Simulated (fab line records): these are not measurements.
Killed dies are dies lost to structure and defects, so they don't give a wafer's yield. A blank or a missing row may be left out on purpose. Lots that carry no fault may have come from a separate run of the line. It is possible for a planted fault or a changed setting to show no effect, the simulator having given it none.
The tool behind it: which one?    flow n5 finfet    Sampling: 6 lots, 17 wafers, 2 of 1938 route steps

## WHAT THE GAUGES READ, wafer by wafer
N5_PASSIVATION_CD_MEAS_10: the cd target is 3000 nm.
lot   measured      on         cd nm (nm)
L371  day 13 15:08  cd sem-03  2999.4 2998.1 2996.8
L377  day 14 15:11  cd sem-01  3001.6 3002.9 3004.2
L378  day 15 02:38  cd sem-02  2996.8 2997.9 3001.8
L380  day 16 15:32  cd sem-03  3002.1 3001.3 3001.8
L383  day 17 07:26  cd sem-02  2997.4 2998.7
L392  day 19 01:11  cd sem-02  3002.0 3005.6 3000.7

## TOOL THAT RAN EACH LOT (tool first, then ch and the chambers of the sampled wafers, then the start)
lot   N5_PASSIVATION_PECVD_01
L371  pecvd-03 ch 0,2, day 13 11:14
L377  pecvd-03 ch 0,2, day 14 13:25
L378  pecvd-01 ch 0,2, day 15 01:55
L380  pecvd-03 ch 1,2, day 16 11:52
L383  pecvd-03 ch 0,1, day 17 06:54
L392  pecvd-01 ch 0,1, day 18 21:59
- N5_PASSIVATION_PECVD_01: deposits SiNx from SiH4/NH3/N2, target thk 200 nm, time 43.2 s.

## THE ANSWER, worked out from the rows above alone
Rule: usual is defined by the lots themselves. The widest of any qualifying gaps counts: lots, ordered by their means at a reading, are off when they make up no more than a third of the lots, leave a main group of 4 or more, and stand apart from it by 3 or more times the standard deviation of that group's means. The tables above print the reading to a certain number of digits; a main group whose means all agree to those digits is not used. Also off: a lot with no number at a reading for which 4 or more lots have one. Any other lot the step has rows for is counted as sound.
Nothing can be told from this: no lot is off at any reading shown.

## WHAT WAS PUT IN BY THE SIMULATOR
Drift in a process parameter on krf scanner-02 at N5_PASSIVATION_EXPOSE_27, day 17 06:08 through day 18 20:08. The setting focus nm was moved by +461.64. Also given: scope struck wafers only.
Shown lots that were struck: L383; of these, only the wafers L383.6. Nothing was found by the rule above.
